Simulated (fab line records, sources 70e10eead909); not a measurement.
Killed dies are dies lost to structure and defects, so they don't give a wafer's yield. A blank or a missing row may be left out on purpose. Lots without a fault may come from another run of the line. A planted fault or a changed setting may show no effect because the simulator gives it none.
Which tool did it? | flow nand_harc | 15 lots, 43 wafers sampled, at 5 steps of a route of 1302

WHAT THE GAUGES READ, wafer by wafer
NHARC_A_BLC_INSPECT_28. Usual: raw_defect_count 508, standard deviation 130.
lot  | measured     | on                | raw_defect_count | flag
L817 | day 24 10:37 | defect_inspect-01 | 371 365 398      |
L820 | day 25 10:59 | defect_inspect-01 | 584 466 517      |
L821 | day 26 08:55 | defect_inspect-02 | 507 661 492      |
L823 | day 27 02:00 | defect_inspect-01 | 371 622 575      |
L824 | day 27 05:29 | defect_inspect-01 | 6558 6595 6578   | OFF
L825 | day 27 16:30 | defect_inspect-01 | 6677 6500        | OFF
L826 | day 28 12:47 | defect_inspect-01 | 6670 6753        | OFF
L829 | day 29 01:51 | defect_inspect-02 | 431 412 598      |
L830 | day 29 23:17 | defect_inspect-01 | 564 447 488      |
L833 | day 30 14:52 | defect_inspect-02 | 364 425 559      |
L831 | day 30 17:10 | defect_inspect-02 | 530 545 449      |
L832 | day 30 20:30 | defect_inspect-01 | 689 604 847      |
L834 | day 30 21:44 | defect_inspect-02 | 513 554 775      |
L836 | day 32 13:39 | defect_inspect-01 | 463 615 830      |
L837 | day 32 14:14 | defect_inspect-01 | 386 502 417      |

WHICH TOOL RAN EACH LOT (tool, then ch and the chambers of the sampled wafers, then the start)
lot  | NHARC_A_CONTACT_CVD_19                   | NHARC_A_CONTACT_CMP_20        | NHARC_A_BLC_CVD_24                       | NHARC_A_BLC_CMP_25
L817 | cvd_w-02 ch 0,1, day 24 06:32 or earlier | cmp-02 ch 2,3, day 24 06:32   | cvd_w-01 ch 0,1, day 24 10:15 or earlier | cmp-01 ch 0,1,3, day 24 10:15
L820 | cvd_w-01 ch 0,1, day 25 07:01 or earlier | cmp-01 ch 1,2,3, day 25 07:01 | cvd_w-02 ch 0,1, day 25 10:35 or earlier | cmp-03 ch 2,3, day 25 10:35
L821 | cvd_w-01 ch 1, day 26 04:53 or earlier   | cmp-02 ch 0,1, day 26 04:53   | cvd_w-02 ch 0,1, day 26 08:34 or earlier | cmp-03 ch 0,1,2, day 26 08:34
L823 | cvd_w-01 ch 0,1, day 26 22:02 or earlier | cmp-04 ch 1,2,3, day 26 22:02 | cvd_w-02 ch 0,1, day 27 01:40 or earlier | cmp-03 ch 1,2,3, day 27 01:40
L824 | cvd_w-01 ch 0,1, day 27 01:28 or earlier | cmp-01 ch 1,2,3, day 27 01:28 | cvd_w-01 ch 0,1, day 27 05:05 or earlier | cmp-03 ch 0,1,2, day 27 05:05
L825 | cvd_w-01 ch 0, day 27 12:37 or earlier   | cmp-01 ch 1,2, day 27 12:37   | cvd_w-01 ch 0,1, day 27 16:10 or earlier | cmp-03 ch 1,3, day 27 16:10
L826 | cvd_w-01 ch 1, day 28 08:52 or earlier   | cmp-02 ch 3, day 28 08:52     | cvd_w-02 ch 1, day 28 12:28 or earlier   | cmp-01 ch 0,1, day 28 12:28
L829 | cvd_w-02 ch 0,1, day 28 21:56 or earlier | cmp-04 ch 0,1,2, day 28 21:56 | cvd_w-02 ch 0,1, day 29 01:26 or earlier | cmp-01 ch 0,1,2, day 29 01:26
L830 | cvd_w-02 ch 0,1, day 29 19:24 or earlier | cmp-04 ch 1,2,3, day 29 19:24 | cvd_w-01 ch 0,1, day 29 22:55 or earlier | cmp-01 ch 0,1,2, day 29 22:55
L833 | cvd_w-01 ch 0,1, day 30 10:52 or earlier | cmp-02 ch 0,2, day 30 10:52   | cvd_w-02 ch 0,1, day 30 14:28 or earlier | cmp-01 ch 1,2,3, day 30 14:28
L831 | cvd_w-02 ch 0,1, day 30 13:10 or earlier | cmp-01 ch 0,1, day 30 13:10   | cvd_w-02 ch 0,1, day 30 16:50 or earlier | cmp-01 ch 0,2,3, day 30 16:50
L832 | cvd_w-01 ch 0,1, day 30 16:30 or earlier | cmp-04 ch 0,1,2, day 30 16:30 | cvd_w-01 ch 0,1, day 30 20:06 or earlier | cmp-01 ch 1,2,3, day 30 20:06
L834 | cvd_w-01 ch 0,1, day 30 17:49 or earlier | cmp-04 ch 0,2,3, day 30 17:49 | cvd_w-02 ch 0,1, day 30 21:23 or earlier | cmp-02 ch 0,1,2, day 30 21:23
L836 | cvd_w-01 ch 0,1, day 32 09:45 or earlier | cmp-04 ch 0,1,2, day 32 09:45 | cvd_w-02 ch 0,1, day 32 13:16 or earlier | cmp-01 ch 1,2,3, day 32 13:16
L837 | cvd_w-02 ch 1, day 32 10:10 or earlier   | cmp-01 ch 1,2, day 32 10:10   | cvd_w-01 ch 0,1, day 32 13:49 or earlier | cmp-03 ch 1,3, day 32 13:49
- NHARC_A_CONTACT_CVD_19: deposits W, target thk 300 nm, time 802 s.
- NHARC_A_CONTACT_CMP_20: polishes, t overpolish 30 s, target thk 300 nm.
- NHARC_A_BLC_CVD_24: deposits W, target thk 150 nm, time 434 s.
- NHARC_A_BLC_CMP_25: polishes, t overpolish 30 s, target thk 150 nm.

WHAT THE TOOLS THEMSELVES READ (means of the sampled wafers that have a number; where no wafer has one, the mark that the record gives instead)
NHARC_A_CONTACT_CVD_19. Usual: chamber_pressure_Torr 40.00 Torr, standard deviation 0.091; heater_power_w 465 W, standard deviation 70; mfc_ar_sccm 1560 sccm, standard deviation 5; mfc_h2_sccm 1600 sccm, standard deviation 4.2; throttle_valve_pct 8.1 %, standard deviation 0.47.
lot  | tool     | chamber_pressure_Torr (Torr) | heater_power_w (W) | mfc_ar_sccm (sccm) | mfc_h2_sccm (sccm) | throttle_valve_pct (%) | flag
L817 | cvd_w-02 | 39.88                        | 540                | 1560               | 1601               | 8.0                    |
L820 | cvd_w-01 | 40.08                        | 410                | 1559               | 1603               | 7.8                    |
L821 | cvd_w-01 | 39.92                        | 506                | 1562               | 1598               | 8.7                    |
L823 | cvd_w-01 | 40.08                        | 459                | 1561               | 1599               | 8.4                    |
L824 | cvd_w-01 | 40.00                        | 467                | 1556               | 1600               | 8.3                    |
L825 | cvd_w-01 | 39.88                        | 374                | 1556               | 1602               | 7.8                    |
L826 | cvd_w-01 | 40.05                        | 509                | 1563               | 1603               | 8.7                    |
L829 | cvd_w-02 | 40.00                        | 490                | 1561               | 1596               | 8.2                    |
L830 | cvd_w-02 | 39.99                        | 511                | 1564               | 1599               | 8.0                    |
L833 | cvd_w-01 | 39.90                        | 460                | 1556               | 1595               | 8.3                    |
L831 | cvd_w-02 | 40.07                        | 500                | 1561               | 1597               | 8.0                    |
L832 | cvd_w-01 | 39.98                        | 460                | 1565               | 1601               | 8.4                    |
L834 | cvd_w-01 | 40.05                        | 416                | 1560               | 1604               | 7.9                    |
L836 | cvd_w-01 | 39.92                        | 471                | 1558               | 1601               | 8.3                    |
L837 | cvd_w-02 | 40.01                        | 526                | 1556               | 1603               | 8.0                    |

NHARC_A_CONTACT_CMP_20. Usual: edge_zone_pressure_frac 1.000, standard deviation 0.0052; motor_current_A 11.9 A, standard deviation 1.3; overpolish_run_s 29.998 s, standard deviation 0.0098; slurry_flow_ml_min 150.0, standard deviation 0.54; time_to_endpoint_s 59.0 s, standard deviation 2.8.
lot  | tool   | edge_zone_pressure_frac | motor_current_A (A) | overpolish_run_s (s) | slurry_flow_ml_min | time_to_endpoint_s (s) | flag
L817 | cmp-02 | 0.997                   | 11.1                | 30.003               | 150.3              | 61.8                   |
L820 | cmp-01 | 0.999                   | 11.6                | 30.003               | 150.2              | 56.0                   |
L821 | cmp-02 | 1.003                   | 12.1                | 30.000               | 150.4              | 60.2                   |
L823 | cmp-04 | 1.001                   | 11.7                | 30.007               | 150.2              | 61.4                   |
L824 | cmp-01 | 0.996                   | 12.1                | 30.006               | 149.6              | 58.3                   |
L825 | cmp-01 | 0.995                   | 11.9                | 30.012               | 150.2              | 59.2                   |
L826 | cmp-02 | 0.992                   | 13.1                | 30.005               | 149.4              | 56.5                   |
L829 | cmp-04 | 1.001                   | 11.9                | 30.002               | 150.1              | 56.2                   |
L830 | cmp-04 | 1.002                   | 12.0                | 30.003               | 149.8              | 56.7                   |
L833 | cmp-02 | 1.000                   | 10.6                | 29.993               | 150.2              | 59.1                   |
L831 | cmp-01 | 0.995                   | 13.3                | 29.998               | 150.6              | 58.2                   |
L832 | cmp-04 | 0.999                   | 12.0                | 30.007               | 150.1              | 56.1                   |
L834 | cmp-04 | 0.999                   | 10.8                | 30.010               | 149.7              | 56.5                   |
L836 | cmp-04 | 0.999                   | 11.4                | 30.003               | 150.1              | 59.1                   |
L837 | cmp-01 | 0.999                   | 11.7                | 29.997               | 150.3              | 57.4                   |

NHARC_A_BLC_CVD_24. Usual: chamber_pressure_Torr 39.98 Torr, standard deviation 0.084; heater_power_w 482 W, standard deviation 64; mfc_ar_sccm 1560 sccm, standard deviation 4.9; mfc_h2_sccm 1599 sccm, standard deviation 4.1; throttle_valve_pct 8.1 %, standard deviation 0.41.
lot  | tool     | chamber_pressure_Torr (Torr) | heater_power_w (W) | mfc_ar_sccm (sccm) | mfc_h2_sccm (sccm) | throttle_valve_pct (%) | flag
L817 | cvd_w-01 | 39.98                        | 457                | 1566               | 1602               | 8.3                    |
L820 | cvd_w-02 | 40.02                        | 527                | 1562               | 1598               | 8.1                    |
L821 | cvd_w-02 | 39.97                        | 525                | 1553               | 1597               | 8.4                    |
L823 | cvd_w-02 | 39.96                        | 528                | 1560               | 1602               | 8.3                    |
L824 | cvd_w-01 | 39.97                        | 465                | 1559               | 1599               | 8.2                    |
L825 | cvd_w-01 | 39.95                        | 446                | 1560               | 1598               | 8.2                    |
L826 | cvd_w-02 | 39.96                        | 536                | 1560               | 1595               | 7.8                    |
L829 | cvd_w-02 | 39.97                        | 500                | 1562               | 1606               | 8.0                    |
L830 | cvd_w-01 | 39.98                        | 419                | 1560               | 1599               | 7.9                    |
L833 | cvd_w-02 | 40.05                        | 501                | 1561               | 1601               | 8.1                    |
L831 | cvd_w-02 | 39.89                        | 502                | 1562               | 1604               | 8.1                    |
L832 | cvd_w-01 | 39.93                        | 465                | 1558               | 1603               | 8.1                    |
L834 | cvd_w-02 | 39.98                        | 517                | 1559               | 1598               | 7.8                    |
L836 | cvd_w-02 | 40.05                        | 501                | 1559               | 1601               | 8.0                    |
L837 | cvd_w-01 | 40.01                        | 427                | 1559               | 1600               | 7.9                    |

NHARC_A_BLC_CMP_25. Usual: edge_zone_pressure_frac 1.000, standard deviation 0.0051; motor_current_A 12.4 A, standard deviation 1.3; overpolish_run_s 30.000 s, standard deviation 0.0094; slurry_flow_ml_min 150.0, standard deviation 0.51; time_to_endpoint_s 28.0 s, standard deviation 2.4.
lot  | tool   | edge_zone_pressure_frac | motor_current_A (A) | overpolish_run_s (s) | slurry_flow_ml_min | time_to_endpoint_s (s) | flag
L817 | cmp-01 | 1.004                   | 12.9                | 29.994               | 150.2              | 29.4                   |
L820 | cmp-03 | 1.001                   | 12.1                | 30.004               | 150.1              | 28.5                   |
L821 | cmp-03 | 0.996                   | 13.5                | 30.003               | 149.8              | 27.5                   |
L823 | cmp-03 | 1.002                   | 11.7                | 30.001               | 149.9              | 25.8                   |
L824 | cmp-03 | -                       | -                   | -                    | -                  | -                      | OFF
L825 | cmp-03 | -                       | -                   | -                    | -                  | -                      | OFF
L826 | cmp-01 | -                       | -                   | -                    | -                  | -                      | OFF
L829 | cmp-01 | 1.002                   | 12.1                | 30.009               | 150.4              | 28.8                   |
L830 | cmp-01 | 1.003                   | 12.2                | 30.010               | 149.6              | 29.6                   |
L833 | cmp-01 | 1.001                   | 11.7                | 29.990               | 150.0              | 24.9                   |
L831 | cmp-01 | 0.999                   | 12.0                | 30.005               | 149.7              | 26.5                   |
L832 | cmp-01 | 0.997                   | 12.0                | 29.993               | 149.8              | 27.9                   |
L834 | cmp-02 | 0.998                   | 11.4                | 30.003               | 149.7              | 30.0                   |
L836 | cmp-01 | 1.000                   | 12.1                | 30.007               | 150.0              | 29.5                   |
L837 | cmp-03 | 0.996                   | 11.7                | 29.995               | 150.5              | 26.7                   |

THE ANSWER, worked out from the rows above alone
Rule: a lot is off if the mean of its wafers that have a number lies more than 3 standard deviations from the usual mean. A lot without any number at a reading at which 4 lots or more have one is off too. The other lots that the step has rows for count as sound. The gauges are gone through in route order, then the tools' own readings, and for those a lot's mean is taken as printed above. The first step at which some lot is off is used, and at that step the reading that is off furthest; a lot without a number counts as furthest.
Off: L824, L825, L826, at NHARC_A_BLC_INSPECT_28 (raw_defect_count).
A tool fits if, at a process step before that reading, it ran every lot that is off, and no sound lot after the first of them. The gauges at NHARC_A_BLC_INSPECT_28 aren't tried: what is off there is off at NHARC_A_BLC_CMP_25 too, on other tools, and a gauge's error can't cause that. NHARC_A_CONTACT_CVD_19 gives no start for some lots, so the hours and the order of its lots are those of NHARC_A_CONTACT_CMP_20. NHARC_A_BLC_CVD_24 gives no start for some lots, so the hours and the order of its lots are those of NHARC_A_BLC_CMP_25. None of those tried fits.

WHAT THE SIMULATOR HAD PUT IN
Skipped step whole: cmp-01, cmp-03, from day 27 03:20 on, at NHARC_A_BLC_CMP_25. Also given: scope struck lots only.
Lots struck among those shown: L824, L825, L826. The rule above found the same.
